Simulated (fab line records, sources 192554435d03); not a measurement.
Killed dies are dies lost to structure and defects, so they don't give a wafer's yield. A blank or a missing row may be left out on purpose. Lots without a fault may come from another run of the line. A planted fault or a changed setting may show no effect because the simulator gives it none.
Chamber matching | flow n5_finfet | N5_BEOL_M14_ETCH_67 on rie_diel-05: 3 sister chambers
The step etches SiARC in CF4, target depth 143 nm, time 238.3 s. 3 wafers are shown with their chamber, then 9 later ones without.

WAFERS WITH THEIR CHAMBER
wafer  | chamber | drypump_motor_current_A (A)
L085.4 | 0       | 5.1
L085.5 | 2       | 5.2
L087.2 | 1       | 6.0

WAFERS WITHOUT THEIR CHAMBER
wafer  | drypump_motor_current_A (A)
L087.3 | 5.1
L087.6 | 6.0
L086.3 | 6.0
L086.5 | 5.2
L091.1 | 5.9
L091.4 | 5.1
L091.6 | 5.1
L096.2 | 5.0
L096.3 | 6.0

WHICH CHAMBER EACH WENT THROUGH
wafer  | from the rows above | in truth
L087.3 | 0                   | 0
L087.6 | 1                   | 1
L086.3 | 1                   | 1
L086.5 | 2                   | 2
L091.1 | 1                   | 1
L091.4 | 0                   | 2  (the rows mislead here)
L091.6 | 0                   | 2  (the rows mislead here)
L096.2 | 0                   | 0
L096.3 | 1                   | 1
Placed correctly: 7 of 9. Can't be placed from these rows: 0. Placed wrongly: 2.
How it was worked out, from the rows above alone: a wafer's distance from a chamber is the root of the sum, over the readings, of the square of ((its reading less the chamber's mean) divided by the reading's scatter). The wafer belongs to the nearest chamber; if the next one is less than 2 further off, it can't be placed. A chamber's mean is the mean of its shown wafers. The scatter: with one shown wafer a chamber, the root of the mean of the squares of how far each hidden wafer lies from its nearest shown one.
